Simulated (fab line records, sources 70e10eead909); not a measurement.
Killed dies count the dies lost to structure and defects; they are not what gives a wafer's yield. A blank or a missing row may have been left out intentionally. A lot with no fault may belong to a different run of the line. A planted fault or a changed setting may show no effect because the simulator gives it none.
Matching of chambers	flow nand-harc	4 sister chambers for NHARC_P_M1_CMP_23 on cmp-03
The step polishes, t overpolish 20 s, target thk 157.82 nm. 4 wafers are shown with their chamber, then 7 later ones without.

WAFERS, EACH WITH ITS CHAMBER
wafer	chamber	motor-current-A (A)
L079.3	0	13.7
L080.1	2	13.0
L082.1	3	11.0
L082.2	1	14.9

WAFERS WHOSE CHAMBER IS MISSING
wafer	motor-current-A (A)
L082.5	14.7
L089.1	10.3
L089.3	14.4
L089.6	14.4
L095.3	12.8
L095.5	14.2
L095.6	13.0

CHAMBER TAKEN BY EACH
wafer	from the rows above	in truth
L082.5	can't be placed: 1 or 0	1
L089.1	3	3
L089.3	can't be placed: 1 or 0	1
L089.6	can't be placed: 1 or 0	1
L095.3	can't be placed: 2 or 0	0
L095.5	can't be placed: 0 or 1 or 2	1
L095.6	can't be placed: 2 or 0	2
Placed correctly: 1 of 7. Unplaceable from these rows: 6, with the true chamber sitting among the candidates in 6. Wrongly placed: 0.
How it was worked out, from the rows above alone: a wafer's distance from a chamber is the root of the sum, over the readings, of the square of ((its reading less the chamber's mean) divided by the reading's scatter). The wafer belongs to the nearest chamber; if the next one is less than 2 further off, it can't be placed. Each chamber's mean is taken over the wafers shown for it. The scatter (one wafer shown for each chamber): square how far every hidden wafer sits from the nearest shown wafer, average those squares and take the square root.
